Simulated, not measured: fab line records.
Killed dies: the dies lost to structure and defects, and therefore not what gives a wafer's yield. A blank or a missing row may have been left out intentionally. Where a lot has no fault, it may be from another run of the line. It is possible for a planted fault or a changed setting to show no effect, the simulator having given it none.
A single fault, viewed from 2 desks :: flow n5Finfet :: each desk holds nothing but its own numbers, with what lay behind them at the end

== THE TOOL OWNER'S DESK: lithoTrack-05 ==
The tool's own readings at N5_BEOL_M9_COAT_22 (resist thk 30 nm): means of the sampled wafers that have a number, for each lot that ran on this tool. If a lot's mean is further than 4 standard deviations from the usual mean, the lot is out of limits and carries the mark OUT (the distance appears in the brackets).
Columns: A = exhaustPa at N5_BEOL_M9_COAT_22, usual 45.1 Pa; B = spinSpeedRpm at N5_BEOL_M9_COAT_22, usual 1500.0 rpm
lot: L503
first seen here: day 9 14:28
A: 44.6
B: 1499.7

lot: L508
first seen here: day 10 18:22
A: 44.3
B: 1500.2

lot: L509
first seen here: day 10 20:58
A: 45.0
B: 1500.6

lot: L511
first seen here: day 11 09:37
A: 44.3
B: 1376.1 (-99 or more) OUT

lot: L510
first seen here: day 11 16:29
A: 46.3
B: 1375.5 (-99 or more) OUT

lot: L523
first seen here: day 14 17:18
A: 46.8
B: 1499.1

lot: L526
first seen here: day 15 04:53
A: 46.1
B: 1499.2
This desk's verdict: out of limits on L510, L511, starting with L511 at day 11 09:37 (spinSpeedRpm at N5_BEOL_M9_COAT_22). L503, L508, L509, L523, L526 stayed within limits.

== THE DEFECT DESK ==
Counts from the inspections along the route, per lot, as means over the sampled wafers that have a number. If a lot's mean is further than 4 standard deviations from the usual mean, the lot is out of limits and carries the mark OUT (the distance appears in the brackets).
Columns: A = rawDefectCount at N5_BEOL_M9_INSPECT_13, usual 432
lot: L503
first seen here: day 9 13:02
A: 479

lot: L505
first seen here: day 10 02:54
A: 507

lot: L508
first seen here: day 10 17:40
A: 402

lot: L509
first seen here: day 10 19:45
A: 460

lot: L511
first seen here: day 11 08:22
A: 383

lot: L510
first seen here: day 11 11:14
A: 383

lot: L519
first seen here: day 13 15:57
A: 416

lot: L521
first seen here: day 14 03:58
A: 354

lot: L523
first seen here: day 14 16:06
A: 409

lot: L526
first seen here: day 15 03:11
A: 475

lot: L525
first seen here: day 15 07:32
A: 468
This desk found nothing out of limits on any of the 11 lots.

== TAKEN TOGETHER ==
An alarm could have come from the tool owner's desk at day 11 09:37, on L510, L511.
No out-of-limits result turned up at the defect desk.
The defect desk has L510, L511 on record, within its limits.
All the named lots went through N5_BEOL_M9_COAT_22 on lithoTrack-05.

== WHAT WAS PUT IN BY THE SIMULATOR ==
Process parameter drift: lithoTrack-05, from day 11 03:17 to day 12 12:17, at N5_BEOL_M9_COAT_22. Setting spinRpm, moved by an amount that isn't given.
Shown lots that were struck: L510, L511.
Delay in hours, fault start to first out-of-limits reading, by desk: the tool owner's desk at 6.
